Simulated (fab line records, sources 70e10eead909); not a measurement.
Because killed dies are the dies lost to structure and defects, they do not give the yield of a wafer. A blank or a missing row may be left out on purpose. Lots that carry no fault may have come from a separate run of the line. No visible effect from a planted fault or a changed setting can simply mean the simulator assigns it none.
Which tool did it? ; flow nand harc ; 12 lots (36 wafers sampled), 1 step of a 1302-step route

## WHAT THE GAUGES READ, wafer by wafer
NHARC_A_M1_CD_MEAS_09 targets a cd of 120 nm.
lot;measured;on;cd nm (nm)
L076;day 23 12:29;cd sem-03;118.7 118.9 119.1
L078;day 25 12:14;cd sem-03;119.3 119.1 119.2
L077;day 25 20:30;cd sem-03;119.6 118.1 119.1
L081;day 26 03:56;cd sem-03;119.5 119.7 120.2
L084;day 27 02:40;cd sem-02;118.6 119.0 120.3
L085;day 27 13:05;cd sem-03;120.5 120.1 119.4
L087;day 28 10:20;cd sem-02;119.6 120.1 119.1
L088;day 29 02:07;cd sem-01;118.8 118.6 117.3
L092;day 30 18:44;cd sem-03;119.5 121.1 120.9
L093;day 31 07:34;cd sem-02;119.7 120.2 119.4
L095;day 31 13:28;cd sem-01;118.8 119.6 119.4
L096;day 32 02:12;cd sem-03;119.3 119.7 120.3

## TOOL THAT RAN EACH LOT (tool first, then ch and the chambers of the sampled wafers, then the start)
The record holds no process step before these readings.

## THE ANSWER, worked out from the rows above alone
Rule: usual is defined by the lots themselves. The widest of any qualifying gaps counts: lots, ordered by their means at a reading, are off when they make up no more than a third of the lots, leave a main group of 4 or more, and stand apart from it by 3 or more times the standard deviation of that group's means. A main group is skipped when, at the precision printed for the reading in the tables above, its means are all equal. Also off: a lot with no number at a reading for which 4 or more lots have one. Where the step has rows for the other lots, those lots are counted as sound.
No lot is off on any of the readings shown, so nothing can be concluded from this.

## WHAT THE SIMULATOR PUT IN
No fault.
